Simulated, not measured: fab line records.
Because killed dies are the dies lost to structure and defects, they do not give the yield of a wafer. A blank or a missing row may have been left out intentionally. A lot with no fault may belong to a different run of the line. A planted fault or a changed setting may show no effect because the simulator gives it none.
Matching of chambers | flow n5-finfet | 4 sister chambers for N5_BEOL_M15_TRENCH_ETCH_34 on rie-diel-06
The step etches SiO2 in C4F8/O2/Ar, target depth 872.93 nm, time 199 s. 4 wafers are shown with their chamber, then 7 later ones without.

WAFERS, EACH WITH ITS CHAMBER
wafer  | chamber | drypump-motor-current-A (A)
L085.6 | 1       | 5.7
L087.1 | 2       | 5.2
L087.2 | 3       | 5.4
L095.5 | 0       | 4.9

WAFERS WITHOUT THEIR CHAMBER
wafer  | drypump-motor-current-A (A)
L095.6 | 5.2
L096.2 | 5.2
L096.5 | 5.2
L096.6 | 4.9
L094.1 | 5.3
L094.3 | 4.9
L094.4 | 5.2

CHAMBER TAKEN BY EACH
wafer  | from the rows above     | in truth
L095.6 | 2                       | 2
L096.2 | 2                       | 2
L096.5 | 2                       | 2
L096.6 | 0                       | 0
L094.1 | can't be placed: 2 or 3 | 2
L094.3 | 0                       | 0
L094.4 | 2                       | 2
Correctly placed: 6 of 7. From these rows, 1 cannot be placed; in 1 the true chamber is one of the candidates. Number placed wrongly: 0.
How it was worked out, from the rows above alone: a wafer's distance from a chamber is the root of the sum, over the readings, of the square of ((its reading less the chamber's mean) divided by the reading's scatter). If the next closest chamber is less than 2 further off than the closest, the wafer can't be placed; otherwise it belongs to the closest. The mean given for a chamber averages the wafers shown for that chamber. The scatter: with one shown wafer a chamber, the root of the mean of the squares of how far each hidden wafer lies from its nearest shown one.
